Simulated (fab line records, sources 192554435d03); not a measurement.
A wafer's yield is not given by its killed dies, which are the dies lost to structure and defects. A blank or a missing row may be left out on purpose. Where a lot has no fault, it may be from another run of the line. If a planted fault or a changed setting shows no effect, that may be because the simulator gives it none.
Chamber matching || flow n5-finfet || N5_SD_EPI_N_LINER_46 on ald-sin-02: 4 sister chambers
The step material SiNx, target thk 3 nm. 16 wafers are shown with their chamber, then 8 later ones without.

## WAFERS WITH THEIR CHAMBER
{"wafer": "L075.1", "chamber": 1, "heater-power-outer-w (W)": 613, "heater-power-w (W)": 950, "susceptor-temp-C (C)": 400.04}
{"wafer": "L075.3", "chamber": 3, "heater-power-outer-w (W)": 497, "heater-power-w (W)": 789, "susceptor-temp-C (C)": 400.22}
{"wafer": "L075.5", "chamber": 3, "heater-power-outer-w (W)": 488, "heater-power-w (W)": 792, "susceptor-temp-C (C)": 400.09}
{"wafer": "L076.3", "chamber": 2, "heater-power-outer-w (W)": 463, "heater-power-w (W)": 750, "susceptor-temp-C (C)": 400.13}
{"wafer": "L076.5", "chamber": 1, "heater-power-outer-w (W)": 605, "heater-power-w (W)": 958, "susceptor-temp-C (C)": 399.82}
{"wafer": "L076.6", "chamber": 0, "heater-power-outer-w (W)": 495, "heater-power-w (W)": 832, "susceptor-temp-C (C)": 399.95}
{"wafer": "L085.2", "chamber": 2, "heater-power-outer-w (W)": 437, "heater-power-w (W)": 719, "susceptor-temp-C (C)": 399.87}
{"wafer": "L085.3", "chamber": 1, "heater-power-outer-w (W)": 601, "heater-power-w (W)": 950, "susceptor-temp-C (C)": 400.06}
{"wafer": "L085.4", "chamber": 3, "heater-power-outer-w (W)": 512, "heater-power-w (W)": 777, "susceptor-temp-C (C)": 399.71}
{"wafer": "L086.1", "chamber": 0, "heater-power-outer-w (W)": 502, "heater-power-w (W)": 798, "susceptor-temp-C (C)": 400.01}
{"wafer": "L086.2", "chamber": 1, "heater-power-outer-w (W)": 621, "heater-power-w (W)": 952, "susceptor-temp-C (C)": 400.12}
{"wafer": "L086.3", "chamber": 3, "heater-power-outer-w (W)": 505, "heater-power-w (W)": 783, "susceptor-temp-C (C)": 399.68}
{"wafer": "L087.1", "chamber": 2, "heater-power-outer-w (W)": 443, "heater-power-w (W)": 714, "susceptor-temp-C (C)": 400.10}
{"wafer": "L087.4", "chamber": 1, "heater-power-outer-w (W)": 614, "heater-power-w (W)": 906, "susceptor-temp-C (C)": 399.92}
{"wafer": "L087.5", "chamber": 1, "heater-power-outer-w (W)": 620, "heater-power-w (W)": 965, "susceptor-temp-C (C)": 399.95}
{"wafer": "L088.1", "chamber": 3, "heater-power-outer-w (W)": 510, "heater-power-w (W)": 800, "susceptor-temp-C (C)": 399.89}

SIGNATURES (means of the wafers above)
{"reading": "heater-power-outer-w", "chamber 0": 498.50, "chamber 1": 612.33, "chamber 2": 447.67, "chamber 3": 502.40, "scatter within a chamber": 9.61}
{"reading": "heater-power-w", "chamber 0": 815.00, "chamber 1": 946.83, "chamber 2": 727.67, "chamber 3": 788.20, "scatter within a chamber": 17.8}
{"reading": "susceptor-temp-C", "chamber 0": 399.9800, "chamber 1": 399.9850, "chamber 2": 400.0333, "chamber 3": 399.9180, "scatter within a chamber": 0.164}
Rule: for each reading, subtract the chamber's mean from the wafer's reading, divide by that reading's scatter and square the result; add these up over the readings and take the root, which gives the wafer's distance from the chamber. The wafer belongs to the nearest chamber; if the next one is less than 2 further off, it can't be placed. The scatter is the square root of a quotient: the sum, over the shown wafers, of each reading's squared deviation from its chamber's mean, divided by wafers minus chambers.

## WAFERS WHOSE CHAMBER IS MISSING
{"wafer": "L088.3", "heater-power-outer-w (W)": 435, "heater-power-w (W)": 711, "susceptor-temp-C (C)": 400.06}
{"wafer": "L088.6", "heater-power-outer-w (W)": 442, "heater-power-w (W)": 700, "susceptor-temp-C (C)": 399.84}
{"wafer": "L089.3", "heater-power-outer-w (W)": 445, "heater-power-w (W)": 714, "susceptor-temp-C (C)": 400.01}
{"wafer": "L089.4", "heater-power-outer-w (W)": 506, "heater-power-w (W)": 775, "susceptor-temp-C (C)": 399.82}
{"wafer": "L089.6", "heater-power-outer-w (W)": 437, "heater-power-w (W)": 712, "susceptor-temp-C (C)": 400.06}
{"wafer": "L096.2", "heater-power-outer-w (W)": 493, "heater-power-w (W)": 813, "susceptor-temp-C (C)": 399.87}
{"wafer": "L096.4", "heater-power-outer-w (W)": 626, "heater-power-w (W)": 950, "susceptor-temp-C (C)": 400.33}
{"wafer": "L096.6", "heater-power-outer-w (W)": 500, "heater-power-w (W)": 787, "susceptor-temp-C (C)": 400.10}

## WHICH CHAMBER EACH WENT THROUGH
{"wafer": "L088.3", "from the rows above": 2, "in truth": 2}
{"wafer": "L088.6", "from the rows above": 2, "in truth": 2}
{"wafer": "L089.3", "from the rows above": 2, "in truth": 2}
{"wafer": "L089.4", "from the rows above": "can't be placed: 3 or 0", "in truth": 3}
{"wafer": "L089.6", "from the rows above": 2, "in truth": 2}
{"wafer": "L096.2", "from the rows above": "can't be placed: 0 or 3", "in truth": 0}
{"wafer": "L096.4", "from the rows above": 1, "in truth": 1}
{"wafer": "L096.6", "from the rows above": "can't be placed: 3 or 0", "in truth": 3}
Placed correctly: 5 of 8. Can't be placed from these rows: 3 (the true chamber is among the candidates in 3). Number placed wrongly: 0.
